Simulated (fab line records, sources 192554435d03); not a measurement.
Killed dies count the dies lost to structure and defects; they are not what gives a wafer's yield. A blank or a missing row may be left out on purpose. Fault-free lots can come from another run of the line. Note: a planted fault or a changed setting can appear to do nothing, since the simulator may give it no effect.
Chamber matching / flow n5-finfet / 4 sister chambers for N5_BEOL_M3_ETCHBACK_99 on rie-diel-02
The step etches SiO2 in CHF3, target depth 5 nm, time 10.4 s. 22 wafers are shown with their chamber, then 11 later ones without.

== WAFERS PAIRED WITH THEIR CHAMBERS ==
wafer=L074.1; chamber=3; throttle-valve-pct (%)=17.04; oes-product-au (a.u.)=0.68; rf-vpp-V (V)=242.7
wafer=L074.3; chamber=1; throttle-valve-pct (%)=16.67; oes-product-au (a.u.)=0.83; rf-vpp-V (V)=242.4
wafer=L074.4; chamber=0; throttle-valve-pct (%)=17.11; oes-product-au (a.u.)=0.71; rf-vpp-V (V)=244.2
wafer=L077.3; chamber=2; throttle-valve-pct (%)=17.18; oes-product-au (a.u.)=0.70; rf-vpp-V (V)=237.8
wafer=L077.5; chamber=0; throttle-valve-pct (%)=17.14; oes-product-au (a.u.)=0.71; rf-vpp-V (V)=243.8
wafer=L077.6; chamber=1; throttle-valve-pct (%)=16.68; oes-product-au (a.u.)=0.82; rf-vpp-V (V)=244.8
wafer=L081.1; chamber=3; throttle-valve-pct (%)=17.08; oes-product-au (a.u.)=0.68; rf-vpp-V (V)=243.8
wafer=L081.2; chamber=2; throttle-valve-pct (%)=17.21; oes-product-au (a.u.)=0.69; rf-vpp-V (V)=238.6
wafer=L081.6; chamber=0; throttle-valve-pct (%)=17.15; oes-product-au (a.u.)=0.69; rf-vpp-V (V)=244.5
wafer=L084.1; chamber=1; throttle-valve-pct (%)=16.72; oes-product-au (a.u.)=0.79; rf-vpp-V (V)=244.2
wafer=L084.2; chamber=0; throttle-valve-pct (%)=17.16; oes-product-au (a.u.)=0.69; rf-vpp-V (V)=243.2
wafer=L084.5; chamber=1; throttle-valve-pct (%)=16.70; oes-product-au (a.u.)=0.80; rf-vpp-V (V)=243.5
wafer=L090.2; chamber=1; throttle-valve-pct (%)=16.71; oes-product-au (a.u.)=0.79; rf-vpp-V (V)=245.8
wafer=L090.3; chamber=2; throttle-valve-pct (%)=16.81; oes-product-au (a.u.)=0.93; rf-vpp-V (V)=241.0
wafer=L090.5; chamber=1; throttle-valve-pct (%)=16.72; oes-product-au (a.u.)=0.79; rf-vpp-V (V)=244.7
wafer=L089.1; chamber=1; throttle-valve-pct (%)=16.73; oes-product-au (a.u.)=0.79; rf-vpp-V (V)=244.4
wafer=L089.3; chamber=2; throttle-valve-pct (%)=16.82; oes-product-au (a.u.)=0.90; rf-vpp-V (V)=241.3
wafer=L089.6; chamber=2; throttle-valve-pct (%)=16.82; oes-product-au (a.u.)=0.91; rf-vpp-V (V)=240.7
wafer=L091.3; chamber=1; throttle-valve-pct (%)=16.73; oes-product-au (a.u.)=0.79; rf-vpp-V (V)=244.1
wafer=L091.4; chamber=2; throttle-valve-pct (%)=16.82; oes-product-au (a.u.)=0.92; rf-vpp-V (V)=242.5
wafer=L091.6; chamber=3; throttle-valve-pct (%)=17.12; oes-product-au (a.u.)=0.67; rf-vpp-V (V)=241.6
wafer=L092.2; chamber=1; throttle-valve-pct (%)=16.72; oes-product-au (a.u.)=0.78; rf-vpp-V (V)=244.6

SIGNATURES (averages over the wafers above)
reading=throttle-valve-pct; chamber 0=17.1400; chamber 1=16.7089; chamber 2=16.9433; chamber 3=17.0800; scatter within a chamber=0.105
reading=oes-product-au; chamber 0=0.7000; chamber 1=0.7978; chamber 2=0.8417; chamber 3=0.6767; scatter within a chamber=0.0613
reading=rf-vpp-V; chamber 0=243.925; chamber 1=244.278; chamber 2=240.317; chamber 3=242.700; scatter within a chamber=1.2
Rule: a wafer lies at a distance from a chamber equal to the root of the sum of squares, over the readings, of (its reading less the chamber's mean, divided by the reading's scatter). The wafer belongs to the nearest chamber; if the next one is less than 2 further off, it can't be placed. The scatter is the square root of a quotient: the sum, over the shown wafers, of each reading's squared deviation from its chamber's mean, divided by wafers minus chambers.

== WAFERS MISSING THEIR CHAMBER ==
wafer=L092.3; throttle-valve-pct (%)=17.10; oes-product-au (a.u.)=0.67; rf-vpp-V (V)=241.2
wafer=L092.5; throttle-valve-pct (%)=17.13; oes-product-au (a.u.)=0.67; rf-vpp-V (V)=242.6
wafer=L094.2; throttle-valve-pct (%)=17.13; oes-product-au (a.u.)=0.66; rf-vpp-V (V)=242.4
wafer=L094.4; throttle-valve-pct (%)=17.12; oes-product-au (a.u.)=0.66; rf-vpp-V (V)=242.8
wafer=L094.5; throttle-valve-pct (%)=16.84; oes-product-au (a.u.)=0.88; rf-vpp-V (V)=242.6
wafer=L095.1; throttle-valve-pct (%)=16.85; oes-product-au (a.u.)=0.88; rf-vpp-V (V)=242.5
wafer=L095.2; throttle-valve-pct (%)=16.82; oes-product-au (a.u.)=0.97; rf-vpp-V (V)=244.0
wafer=L095.3; throttle-valve-pct (%)=16.85; oes-product-au (a.u.)=0.88; rf-vpp-V (V)=241.5
wafer=L097.1; throttle-valve-pct (%)=16.83; oes-product-au (a.u.)=0.96; rf-vpp-V (V)=245.1
wafer=L097.3; throttle-valve-pct (%)=16.86; oes-product-au (a.u.)=0.89; rf-vpp-V (V)=239.6
wafer=L097.4; throttle-valve-pct (%)=16.83; oes-product-au (a.u.)=0.97; rf-vpp-V (V)=243.7

== WHICH CHAMBER EACH ONE RAN IN ==
wafer=L092.3; from the rows above=can't be placed: 3 or 0 or 2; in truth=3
wafer=L092.5; from the rows above=can't be placed: 3 or 0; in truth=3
wafer=L094.2; from the rows above=can't be placed: 3 or 0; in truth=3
wafer=L094.4; from the rows above=can't be placed: 3 or 0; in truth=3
wafer=L094.5; from the rows above=can't be placed: 2 or 1 or 3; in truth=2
wafer=L095.1; from the rows above=can't be placed: 2 or 1 or 3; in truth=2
wafer=L095.2; from the rows above=can't be placed: 1 or 2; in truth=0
wafer=L095.3; from the rows above=can't be placed: 2 or 1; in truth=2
wafer=L097.1; from the rows above=can't be placed: 1 or 2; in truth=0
wafer=L097.3; from the rows above=2; in truth=2
wafer=L097.4; from the rows above=can't be placed: 1 or 2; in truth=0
Correct placement for 1 of the 11. Can't be placed from these rows: 10 (the true chamber is among the candidates in 7). Placed wrongly: 0.
